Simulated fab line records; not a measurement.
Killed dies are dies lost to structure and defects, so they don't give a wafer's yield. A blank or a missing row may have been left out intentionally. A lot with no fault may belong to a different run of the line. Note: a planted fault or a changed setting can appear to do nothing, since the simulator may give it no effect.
fab line records ; flow n5_finfet
record lots=8; wafers=24; last_day=17
route steps=1938 shown BEOL_M4@1038 PASSIVATION@1936
lots that met no fault: taken from a fault-free run of the same line
start_h: hours from the record's first day to the start of the lot's first wafer shown ; wait_h: hours since the lot's step before ; " repeats the value in the row above ; L1.1+2: several wafers, shown together as one row ; - no value present, or no start provided ; * or withheld: withheld ; < > ~ a bound
route shown NAME@n: a module of which the file shows steps, and the number in the route of the first ; usual: mean and standard deviation over wafers with no fault ; same: alike in all rows ; chamber/n: place in a boat ; sites: per-site readings ; _std_site: standard deviation across them ; _edge_site: outer sites' mean less inner sites' ; radius_mm: how far each site lies from the wafer's centre ; mask NAME#n: copy n ; behind: the last tool/chamber to shape the wafer ; hold: why the lot went on hold/how many hours it stayed there/how the hold came to an end ; device: transistor that didn't switch, given as n, p or np ; end of line: the route-end tests of the same wafers ; a step given without rows: its recipe and nothing more ; killed: the dies lost at the first sort to structure and to defects; this is not the yield of the wafer ; map: the dies of a wafer, with x for killed, . for not killed, _ for no die there
set.NAME: setting as actually run; set.NAME@STEP: the setting as run at that earlier step ; model.NAME: the simulator's own value behind a step, which no gauge read
route steps across a sampled set of lots; one table per step, one row per wafer
services: the hour from which a tool's chamber was out of use, counted from the record's first day as start_h (under 0 if before that day), plus the number of hours and why
## steps
# step N5_BEOL_M4_ETCH_74
# recipe chemistry=N2/H2; target=underlayer; target_depth_a=65; mask_material=CAR-EUV; time_s=5.2; ion_energy_ev=200; pressure_mtorr=30; source_w=840; bias_w=150; n2_flow_sccm=200; h2_flow_sccm=200; ends=cleared
# usual drypump_motor_current_A=5.63/0.3; etch_rf_on_time_s=5.19/0.12; oes_product_au=0.63/0.061; rf_vpp_V=523.9/2.8; showerhead_plenum_p_Torr=2.55/0.093; throttle_valve_pct=17.98/0.25
lot.wafer;tool;chamber;start_h;wait_h;drypump_motor_current_A;etch_rf_on_time_s;oes_product_au;rf_hours_counter_h;rf_vpp_V;showerhead_plenum_p_Torr;throttle_valve_pct
L601.2;rie_diel-03;3;164.72;0.0;5.91;5.28;0.74;46;529.8;2.70;17.78
L601.3;rie_diel-03;1;164.72;0.0;5.31;5.09;0.62;183;528.4;2.63;17.90
L601.5;rie_diel-03;1;164.72;0.0;5.32;5.03;0.62;-;525.8;2.63;17.91
L602.2;rie_diel-03;2;172.45;0.0;6.10;5.33;0.61;219;523.5;2.51;17.87
L602.3;rie_diel-03;3;172.45;0.0;5.91;5.28;0.72;50;527.4;2.69;17.80
L602.4;rie_diel-03;0;172.45;0.0;5.55;5.22;0.65;147;520.6;2.46;18.10
L608.1;rie_diel-02;2;211.60;0.0;5.44;4.96;0.62;237;523.2;2.51;17.85
L608.3;rie_diel-02;3;211.60;0.0;5.55;5.11;0.62;219;524.2;2.51;18.30
L608.6;rie_diel-02;2;211.60;0.0;5.45;4.93;0.61;-;519.8;2.51;17.89
L609.2;rie_diel-06;1;213.84;0.0;5.41;5.23;0.61;219;523.1;2.52;18.23
L609.3;rie_diel-06;0;213.84;0.0;5.83;5.08;0.63;191;525.7;2.64;18.07
L609.5;rie_diel-06;1;213.84;0.0;5.44;5.26;0.61;-;522.0;2.52;18.25
L619.1;rie_diel-06;1;260.09;0.0;5.48;5.27;0.61;235;523.6;2.52;18.30
L619.2;rie_diel-06;0;260.09;0.0;5.81;5.12;0.61;206;523.2;2.64;18.08
L619.5;rie_diel-06;2;260.09;0.0;6.28;5.09;0.78;-;528.7;2.71;17.61
L620.1;rie_diel-03;3;272.73;0.0;5.93;5.22;0.70;83;526.7;2.68;17.85
L620.2;rie_diel-03;0;272.73;0.0;5.57;5.08;0.64;183;519.2;2.44;18.18
L620.5;rie_diel-03;3;272.73;0.0;5.94;5.21;0.70;-;526.7;2.68;17.85
L624.1;rie_diel-02;1;296.63;0.0;5.84;5.13;0.60;253;526.5;2.60;18.26
L624.4;rie_diel-02;2;296.63;0.0;5.40;4.95;0.84;-;521.5;2.50;17.47
L624.6;rie_diel-02;1;296.63;0.0;5.86;5.18;0.59;-;525.3;2.61;18.24
L623.2;rie_diel-03;2;303.49;0.0;6.13;5.19;0.80;5;522.9;2.50;17.53
L623.5;rie_diel-03;3;303.49;0.0;5.91;5.30;0.68;-;525.8;2.67;17.86
L623.6;rie_diel-03;0;303.49;0.0;5.55;5.20;0.63;-;520.4;2.44;18.20
# step N5_BEOL_M4_ETCHBACK_99
# recipe chemistry=CHF3; target=SiO2; target_depth_a=50; time_s=10.4; source_w=215; bias_w=47; Ar_flow_sccm=200; CHF3_flow_sccm=12; ion_energy_ev=100; pressure_mtorr=30
# usual CHF3_flow_sccm=11.99/0.036; bias_w=47.01/0.13; drypump_motor_current_A=5.64/0.29; oes_product_au=0.73/0.063; rf_vpp_V=240/4.6; showerhead_plenum_p_Torr=2.16/0.071; throttle_valve_pct=17.15/0.23
lot.wafer;tool;chamber;start_h;wait_h;CHF3_flow_sccm;bias_w;drypump_motor_current_A;oes_product_au;rf_hours_counter_h;rf_vpp_V;showerhead_plenum_p_Torr;throttle_valve_pct
L601.2;rie_diel-02;1;170.42;4.7;12.04;46.95;5.89;0.72;210;244;2.21;17.25
L601.3;rie_diel-02;0;170.42;4.7;12.01;47.06;5.61;0.68;213;240;2.13;17.02
L601.5;rie_diel-02;1;170.42;4.7;11.97;46.99;5.86;0.72;-;244;2.21;17.26
L602.2;rie_diel-02;0;179.00;5.2;12.00;46.91;5.63;0.68;217;241;2.13;17.03
L602.3;rie_diel-02;2;179.00;5.2;12.03;46.65;5.39;0.72;225;241;2.12;17.07
L602.4;rie_diel-02;3;179.00;5.2;11.93;47.05;5.55;0.73;210;237;2.13;17.55
L608.1;rie_diel-02;3;214.80;2.1;11.99;47.15;5.55;0.72;220;239;2.12;17.57
L608.3;rie_diel-02;0;214.80;2.1;11.97;47.09;5.58;0.68;228;242;2.12;17.05
L608.6;rie_diel-02;1;214.80;2.1;11.98;47.01;5.88;0.72;-;245;2.20;17.27
L609.2;rie_diel-03;1;223.46;3.8;12.04;47.24;5.29;0.69;206;231;2.21;17.07
L609.3;rie_diel-03;2;223.46;3.8;12.00;47.21;6.11;0.69;238;235;2.12;17.03
L609.5;rie_diel-03;2;223.46;3.8;11.99;47.10;6.08;0.69;-;235;2.12;17.01
L619.1;rie_diel-02;0;277.76;16.5;-;-;-;-;-;-;-;-
L619.2;rie_diel-02;1;277.76;16.5;-;-;-;-;-;-;-;-
L619.5;rie_diel-02;1;277.76;16.5;-;-;-;-;-;-;-;-
L620.1;rie_diel-06;3;278.03;4.0;-;-;-;-;-;-;-;-
L620.2;rie_diel-06;0;278.03;4.0;-;-;-;-;-;-;-;-
L620.5;rie_diel-06;2;278.03;4.0;-;-;-;-;-;-;-;-
L624.1;rie_diel-06;0;305.63;7.9;12.06;47.17;5.80;0.71;224;239;2.22;17.28
L624.4;rie_diel-06;0;305.63;7.9;12.00;47.17;5.81;0.70;-;238;2.22;17.29
L624.6;rie_diel-06;3;305.63;7.9;12.00;47.12;5.22;0.72;-;236;2.03;16.88
L623.2;rie_diel-03;2;305.75;1.0;12.03;46.97;6.13;0.92;5;235;2.12;16.62
L623.5;rie_diel-03;0;305.75;1.0;12.07;46.94;5.53;0.74;-;239;2.05;17.16
L623.6;rie_diel-03;3;305.75;1.0;12.01;47.06;5.90;0.80;-;241;2.24;16.91
# step N5_BEOL_M4_TRENCH_ETCH_37
# recipe chemistry=C4F6/O2; target_depth_a=555.55; target=SiOC; time_s=29.2; ion_energy_ev=250; pressure_mtorr=30; source_w=355; bias_w=185; Ar_flow_sccm=300; C4F6_flow_sccm=10; O2_flow_sccm=10
# usual drypump_motor_current_A=5.65/0.29; oes_product_au=0.73/0.063; rf_vpp_V=663/12; showerhead_plenum_p_Torr=2.85/0.091; throttle_valve_pct=20.91/0.23
lot.wafer;tool;chamber;start_h;wait_h;drypump_motor_current_A;oes_product_au;rf_hours_counter_h;rf_vpp_V;showerhead_plenum_p_Torr;throttle_valve_pct
L601.2;rie_diel-02;1;-;-;5.87;0.71;210;675;2.92;21.00
L601.3;rie_diel-02;0;-;-;5.63;0.69;214;665;2.82;20.75
L601.5;rie_diel-02;1;-;-;5.89;0.71;-;675;2.92;20.99
L602.2;rie_diel-02;0;-;-;5.67;0.69;217;667;2.81;20.74
L602.3;rie_diel-02;2;-;-;5.37;0.72;225;667;2.81;20.79
L602.4;rie_diel-02;3;-;-;5.56;0.73;211;662;2.82;21.33
L608.1;rie_diel-02;3;-;-;5.57;0.71;220;660;2.81;21.34
L608.3;rie_diel-02;0;-;-;5.62;0.67;228;667;2.81;20.76
L608.6;rie_diel-02;1;-;-;5.85;0.71;-;674;2.91;21.01
L609.2;rie_diel-03;1;-;-;5.29;0.69;206;644;2.92;20.82
L609.3;rie_diel-03;2;-;-;6.11;0.68;239;651;2.81;20.76
L609.5;rie_diel-03;2;-;-;6.10;0.69;-;650;2.81;20.74
L619.1;rie_diel-02;0;-;-;5.58;0.66;250;666;2.80;20.79
L619.2;rie_diel-02;1;-;-;5.90;0.70;245;674;2.90;21.05
L619.5;rie_diel-02;1;-;-;5.89;0.70;-;676;2.90;21.04
L620.1;rie_diel-06;3;-;-;5.26;0.72;202;654;2.70;20.61
L620.2;rie_diel-06;0;-;-;5.80;0.72;212;659;2.93;21.04
L620.5;rie_diel-06;2;-;-;6.26;0.89;-;663;3.03;20.75
L624.1;rie_diel-06;0;-;-;5.81;0.71;224;657;2.93;21.04
L624.4;rie_diel-06;0;-;-;5.81;0.71;-;657;2.93;21.05
L624.6;rie_diel-06;3;-;-;5.23;0.70;-;653;2.69;20.61
L623.2;rie_diel-03;2;-;-;6.12;0.92;5;651;2.80;20.44
L623.5;rie_diel-03;0;-;-;5.57;0.73;-;659;2.71;20.95
L623.6;rie_diel-03;3;-;-;5.91;0.79;-;670;2.96;20.69
# step N5_BEOL_M4_STRIP_97
# recipe chemistry=N2/H2; time_s=10; power_w=450; temp_c=40; pressure_mtorr=20; rf_frequency_hz=6e+07; bias_power_w=7; n2_flow_sccm=200; h2_flow_sccm=200
# usual drypump_motor_current_A=5.65/0.29; oes_product_au=0.73/0.065; rf_vpp_V=59.1/0.9; showerhead_plenum_p_Torr=2.55/0.087; throttle_valve_pct=23.77/0.29
lot.wafer;tool;chamber;start_h;wait_h;drypump_motor_current_A;oes_product_au;rf_hours_counter_h;rf_vpp_V;showerhead_plenum_p_Torr;throttle_valve_pct
L601.2;rie_diel-02;1;-;-;5.88;0.72;210;58.9;2.62;24.05
L601.3;rie_diel-02;0;-;-;5.62;0.69;214;58.8;2.50;23.30
L601.5;rie_diel-02;1;-;-;5.90;0.72;-;59.1;2.62;24.04
L602.2;rie_diel-02;0;-;-;5.58;0.69;217;57.6;2.50;23.29
L602.3;rie_diel-02;2;-;-;5.40;0.72;226;59.6;2.51;23.54
L602.4;rie_diel-02;3;-;-;5.57;0.73;211;58.8;2.50;23.97
L608.1;rie_diel-02;3;-;-;5.58;0.72;220;58.1;2.50;23.99
L608.3;rie_diel-02;0;-;-;5.57;0.68;228;59.0;2.50;23.32
L608.6;rie_diel-02;1;-;-;5.86;0.72;-;59.8;2.61;24.07
L609.2;rie_diel-03;1;-;-;5.25;0.68;206;58.7;2.62;23.74
L609.3;rie_diel-03;2;-;-;6.11;0.69;239;59.4;2.50;23.72
L609.5;rie_diel-03;2;-;-;6.13;0.69;-;59.7;2.50;23.73
L619.1;rie_diel-02;0;-;-;5.61;0.67;250;59.6;2.49;23.35
L619.2;rie_diel-02;1;-;-;5.87;0.69;245;60.8;2.60;24.09
L619.5;rie_diel-02;1;-;-;5.88;0.70;-;58.8;2.60;24.10
L620.1;rie_diel-06;3;-;-;5.24;0.72;202;58.6;2.41;23.43
L620.2;rie_diel-06;0;-;-;5.80;0.70;212;60.3;2.63;23.91
L620.5;rie_diel-06;2;-;-;6.26;0.90;-;60.0;2.70;23.31
L624.1;rie_diel-06;0;-;-;5.81;0.70;224;60.3;2.63;23.92
L624.4;rie_diel-06;0;-;-;5.81;0.70;-;60.3;2.63;23.93
L624.6;rie_diel-06;3;-;-;5.24;0.72;-;59.3;2.40;23.45
L623.2;rie_diel-03;2;-;-;6.11;0.93;6;60.1;2.49;23.54
L623.5;rie_diel-03;0;-;-;5.58;0.73;-;58.8;2.43;24.14
L623.6;rie_diel-03;3;-;-;5.93;0.80;-;58.8;2.67;23.68
# step N5_BEOL_M4_RC_MEAS_101
# usual DIBL_N=36.5/1.7; DIBL_P=36.3/2.1; IOFF_N=0.16/0.036; IOFF_P=0.21/0.037; ION_N=676/12; ION_P=462/7.6; SS_N=71.5/0.68; SS_P=73.3/0.63; VT_N=249/3.5; VT_P=-250/3.5
lot.wafer;tool;chamber;start_h;wait_h;DIBL_N[mV/V];DIBL_P[mV/V];IOFF_N[nA/um];IOFF_P[nA/um];ION_N[uA/um];ION_P[uA/um];SS_N[mV/dec];SS_P[mV/dec];VT_N[mV];VT_P[mV]
L601.2;prober-01;0;176.10;0.2;36.5;36.5;0.18;0.22;682;472;71.6;73.3;248;-248
L601.3;prober-01;0;176.10;0.2;37.3;37.2;0.20;0.23;687;463;72.3;73.7;247;-250
L601.5;prober-01;0;176.10;0.2;37.0;36.9;0.19;0.22;685;466;72.0;73.5;244;-248
L602.2;prober-02;0;184.13;0.2;37.9;37.5;0.20;0.24;697;470;71.8;73.1;243;-249
L602.3;prober-02;0;184.13;0.2;37.5;37.1;0.21;0.24;696;476;71.3;73.3;242;-247
L602.4;prober-02;0;184.13;0.2;36.5;36.5;0.18;0.22;685;471;71.8;72.8;245;-247
L608.1;prober-01;0;219.75;0.0;32.8;33.4;0.11;0.17;650;461;70.6;72.6;258;-251
L608.3;prober-01;0;219.75;0.0;34.0;34.9;0.12;0.19;660;457;70.8;72.3;252;-252
L608.6;prober-01;0;219.75;0.0;37.2;39.0;0.18;0.26;685;469;71.6;73.8;248;-244
L609.2;prober-01;0;228.12;0.2;32.2;31.4;0.11;0.16;670;459;69.9;72.1;254;-251
L609.3;prober-01;0;228.12;0.2;34.2;33.7;0.13;0.19;657;451;69.8;73.2;250;-253
L609.5;prober-01;0;228.12;0.2;36.4;36.5;0.17;0.23;683;465;71.2;74.2;249;-249
L624.1;prober-01;0;310.17;0.0;39.0;37.7;0.19;0.24;679;463;73.4;74.3;246;-247
L624.4;prober-01;0;310.17;0.0;36.7;36.5;0.16;0.24;689;480;70.5;73.0;248;-246
L624.6;prober-01;0;310.17;0.0;35.6;34.4;0.13;0.19;679;464;71.2;72.9;250;-252
L623.2;prober-02;0;310.87;0.2;38.3;38.7;0.19;0.25;673;469;72.7;73.5;246;-248
L623.5;prober-02;0;310.87;0.2;36.6;36.7;0.14;0.23;654;459;71.7;73.3;253;-248
L623.6;prober-02;0;310.87;0.2;35.1;35.0;0.14;0.20;668;462;71.7;73.1;250;-249
# step N5_PASSIVATION_PROBE_49
# usual defect_limited_yield=91.4/1.5; killed_at_M0_to_M3=34/12; killed_at_M4_up=12/4.9; killed_at_contacts=13/7.2; killed_at_front_end=39/12; killed_at_other=3.7/2.9; killed_dies=101/18; killed_on_rim=13/4; killed_open=67/14; killed_short=33/7.2; sort_bin_5_function=5.1/0.97; sort_bin_6_memory=3.2/0.67; sort_n_pass=1079/17; sort_yield_pct=91.4/1.5
# same gross_dies=1180; killed_at_back_side=0; sort_bin_4_leakage[%]=0; sort_bin_8_speed[%]=0
lot.wafer;tool;chamber;start_h;wait_h;defect_limited_yield[%];killed_at_M0_to_M3;killed_at_M4_up;killed_at_contacts;killed_at_front_end;killed_at_other;killed_dies;killed_on_rim;killed_open;killed_short;sort_bin_5_function[%];sort_bin_6_memory[%];sort_n_pass;sort_yield_pct[%]
L601.2;prober-01;-;282.32;0.1;90.6;58;10;9;33;1;111;18;78;31;5.8;3.2;1069;90.6
L601.3;prober-01;-;282.37;0.1;90.8;50;3;14;39;2;108;10;69;38;5.4;3.3;1072;90.8
L601.5;prober-01;-;282.47;0.2;93.4;22;13;9;33;1;78;5;45;33;4.1;2.4;1102;93.4
L608.1;prober-02;-;321.68;0.0;91.6;27;17;18;31;6;99;10;63;35;4.9;3.1;1081;91.6
L608.3;prober-02;-;321.78;0.1;91.4;22;12;26;41;1;102;13;67;34;4.9;3.2;1078;91.4
L608.6;prober-02;-;321.93;0.3;92.5;33;11;22;20;2;88;13;53;35;4.2;3.2;1092;92.5
L609.2;prober-02;-;329.13;0.1;91.6;22;15;11;46;5;99;14;70;25;4.7;3.2;1081;91.6
L609.3;prober-02;-;329.18;0.1;92.3;21;11;6;47;6;91;12;62;29;4.5;3.1;1089;92.3
L609.5;prober-02;-;329.28;0.2;92.7;39;17;5;25;0;86;19;58;27;4.7;2.4;1094;92.7
L619.1;prober-02;-;397.99;0.6;0;30;1097;12;34;7;1180;152;69;28;96.8;3.1;0;0
L619.2;prober-02;-;398.04;0.6;0;35;1100;18;25;2;1180;152;57;31;96.9;2.7;0;0
L619.5;prober-02;-;398.19;0.8;0;25;1089;18;35;13;1180;152;67;28;96.0;3.8;0;0
L620.1;prober-01;-;399.40;0.0;0;37;1099;2;37;5;1180;152;60;30;96.6;3.1;0;0
L620.2;prober-01;-;399.45;0.1;0;31;1121;1;23;4;1180;152;44;39;96.9;3.1;0;0
L620.5;prober-01;-;399.60;0.2;0;27;1108;5;38;2;1180;152;53;31;96.8;3.1;0;0
# killed by level:class
L601.2 BEOL_M2:geometric_particle:open=18 BEOL_M1:geometric_particle:open=12 FIN_SAQP:geometric_particle:short=9 MOL_CONTACT_COAG:geometric_particle:open=9 BEOL_M0_SAQP:geometric_particle:short=8 STI_FIN_REVEAL:geometric_particle:open=6 BEOL_M3:geometric_particle:open=6 BEOL_M0_SAQP:geometric_particle:open=5
L601.3 MOL_CONTACT_COAG:geometric_particle:open=12 BEOL_M2:geometric_particle:open=12 STI_FIN_REVEAL:geometric_particle:open=9 BEOL_M0_SAQP:geometric_particle:short=8 BEOL_M1:geometric_particle:open=8 FIN_SAQP:geometric_particle:short=7 BEOL_M1:geometric_particle:short=6 BEOL_M0_SAQP:geometric_particle:open=5
L601.5 FIN_SAQP:geometric_particle:short=7 MOL_CONTACT_COAG:geometric_particle:open=7 GATE_CUT:geometric_particle:short=6 BEOL_M0_SAQP:geometric_particle:short=6 FIN_SAQP:geometric_particle:open=5 BEOL_M1:geometric_particle:open=5 GATE_CUT:geometric_particle:open=4 BEOL_M0_SAQP:geometric_particle:open=4
L608.1 MOL_CONTACT_COAG:geometric_particle:open=16 FIN_SAQP:geometric_particle:open=10 FIN_SAQP:geometric_particle:short=8 BEOL_M0_SAQP:geometric_particle:open=7 BEOL_M4:geometric_particle:short=6 BEOL_M0_SAQP:geometric_particle:short=5 BEOL_M4:geometric_particle:open=5 DUMMY_GATE:geometric_particle:open=4
L608.3 MOL_CONTACT_COAG:geometric_particle:open=21 FIN_SAQP:geometric_particle:short=7 STI_FIN_REVEAL:geometric_particle:open=7 DUMMY_GATE:geometric_particle:open=7 FIN_SAQP:geometric_particle:open=5 MOL_CONTACT_COAG:geometric_particle:short=5 GATE_CUT:geometric_particle:short=5 BEOL_M1:geometric_particle:open=5
L608.6 MOL_CONTACT_COAG:geometric_particle:open=17 BEOL_M0_SAQP:geometric_particle:open=7 BEOL_M3:geometric_particle:open=7 FIN_SAQP:geometric_particle:open=6 MOL_CONTACT_COAG:geometric_particle:short=5 GATE_CUT:geometric_particle:short=4 BEOL_M0_SAQP:geometric_particle:short=4 BEOL_M0:geometric_particle:open=4
L609.2 FIN_SAQP:geometric_particle:open=16 BEOL_M2:geometric_particle:open=9 MOL_CONTACT_COAG:geometric_particle:open=7 BEOL_M4:geometric_particle:open=5 BEOL_M3:geometric_particle:open=5 DUMMY_GATE:geometric_particle:open=4 ILD0:geometric_particle:short=4 ILD0:geometric_particle:open=4
L609.3 FIN_SAQP:geometric_particle:open=11 FIN_SAQP:geometric_particle:short=9 BEOL_M2:geometric_particle:open=9 BEOL_M4:geometric_particle:open=9 DUMMY_GATE:geometric_particle:open=8 STI_FIN_REVEAL:geometric_particle:open=8 BEOL_M0_SAQP:geometric_particle:short=5 MIM_TOP:geometric_particle:short=4
L609.5 BEOL_M2:geometric_particle:open=12 BEOL_M3:geometric_particle:open=10 BEOL_M0_SAQP:geometric_particle:short=8 FIN_SAQP:geometric_particle:short=7 BEOL_M4:geometric_particle:open=6 MOL_CONTACT_COAG:geometric_particle:open=5 DUMMY_GATE:geometric_particle:open=4 BEOL_M2:geometric_particle:short=4
L619.1 BEOL_M4:area_etchback=1083 MOL_CONTACT_COAG:geometric_particle:open=9 STI_FIN_REVEAL:geometric_particle:open=8 FIN_SAQP:geometric_particle:short=7 BEOL_M2:geometric_particle:open=7 BEOL_M3:geometric_particle:open=7 BEOL_M0_SAQP:geometric_particle:open=6 ILD0:geometric_particle:short=4
L619.2 BEOL_M4:area_etchback=1092 MOL_CONTACT_COAG:geometric_particle:open=13 GATE_CUT:geometric_particle:short=7 BEOL_M0_SAQP:geometric_particle:short=7 BEOL_M1:geometric_particle:open=7 BEOL_M0_SAQP:geometric_particle:open=6 MOL_CONTACT_COAG:geometric_particle:short=5 BEOL_M3:geometric_particle:open=5
L619.5 BEOL_M4:area_etchback=1081 MOL_CONTACT_COAG:geometric_particle:open=12 STI_FIN_REVEAL:geometric_particle:open=9 BEOL_M2:geometric_particle:open=9 PASS1_CAP:geometric_particle:open=8 DUMMY_GATE:geometric_particle:open=7 MOL_CONTACT_COAG:geometric_particle:short=6 BEOL_M2:geometric_particle:short=4
L620.1 BEOL_M4:area_etchback=1089 BEOL_M3:geometric_particle:open=9 DUMMY_GATE:geometric_particle:open=8 BEOL_M1:geometric_particle:open=7 BEOL_M2:geometric_particle:open=7 FIN_SAQP:geometric_particle:short=6 BEOL_M0:geometric_particle:open=6 STARTING-WAFER:geometric_particle:short=5
L620.2 BEOL_M4:area_etchback=1096 BEOL_M0_SAQP:geometric_particle:short=9 BEOL_M0_SAQP:geometric_particle:open=7 BEOL_M5:geometric_particle:open=6 DUMMY_GATE:geometric_particle:open=5 BEOL_M3:geometric_particle:open=4 BEOL_M4:geometric_particle:open=4 STARTING-WAFER:geometric_particle:short=4
L620.5 BEOL_M4:area_etchback=1094 BEOL_M2:geometric_particle:open=10 FIN_SAQP:geometric_particle:short=9 STARTING-WAFER:geometric_particle:short=6 MOL_CONTACT_COAG:geometric_particle:open=5 BEOL_M0_SAQP:geometric_particle:short=5 DUMMY_GATE:geometric_particle:open=4 BEOL_M0:geometric_particle:open=4
## services
tool;chamber;start_h;hours;kind
rie_diel-02;1;146.47;3.9;repair
rie_diel-06;2;165.55;-;clean
rie_diel-06;2;165.55;-;consumable_replace:focus_ring
rie_diel-06;2;165.55;-;consumable_replace:showerhead
rie_diel-06;2;165.55;25.6;scheduled_down
rie_diel-06;2;165.55;25.6;vent_cycle
rie_diel-02;3;185.18;6.4;repair
rie_diel-03;3;225.89;3.9;repair
rie_diel-02;2;241.87;-;clean
rie_diel-02;2;241.87;-;consumable_replace:focus_ring
rie_diel-02;2;241.87;24.2;scheduled_down
rie_diel-02;2;241.87;24.2;vent_cycle
rie_diel-03;2;256.56;-;clean
rie_diel-03;2;256.56;-;consumable_replace:focus_ring
rie_diel-03;2;256.56;32.4;scheduled_down
rie_diel-03;2;256.56;32.4;vent_cycle
rie_diel-06;2;279.68;6.7;repair
rie_diel-02;0;290.62;-;clean
rie_diel-02;0;290.62;-;consumable_replace:focus_ring
rie_diel-02;0;290.62;26.0;scheduled_down
rie_diel-02;0;290.62;26.0;vent_cycle
rie_diel-06;1;303.13;-;clean
rie_diel-06;1;303.13;-;consumable_replace:focus_ring
rie_diel-06;1;303.13;17.1;scheduled_down
## key
first_sign step=N5_BEOL_M4_ETCHBACK_99; reading=tool_record; direction=missing
effect step=N5_PASSIVATION_PROBE_49; reading=killed_at_M4_up; direction=up; sigmas=99+; usual=12; struck=1102
more_kills_born_at N5_BEOL_M4_ETCHBACK_99@rie_diel-06=3279; N5_BEOL_M4_ETCHBACK_99@rie_diel-02=3256
met_at N5_BEOL_M4_ETCHBACK_99
struck_lots L619,L620
later_rows_left_out L619.1,L619.2,L619.5,L620.1,L620.2,L620.5
not_acting_at N5_BEOL_M4_ETCH_74,N5_BEOL_M4_TRENCH_ETCH_37,N5_BEOL_M4_STRIP_97
onset_between 214.80 277.76
fault kind=skipped_step_whole; tool=rie_diel-02,rie_diel-06; chamber=-; onset_h=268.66; steps=N5_BEOL_M4_ETCHBACK_99; scope=struck_lots_only
# later_rows_left_out: the simulator's readings of these wafers behind a module that went badly wrong aren't trusted and aren't shown, but for the sort
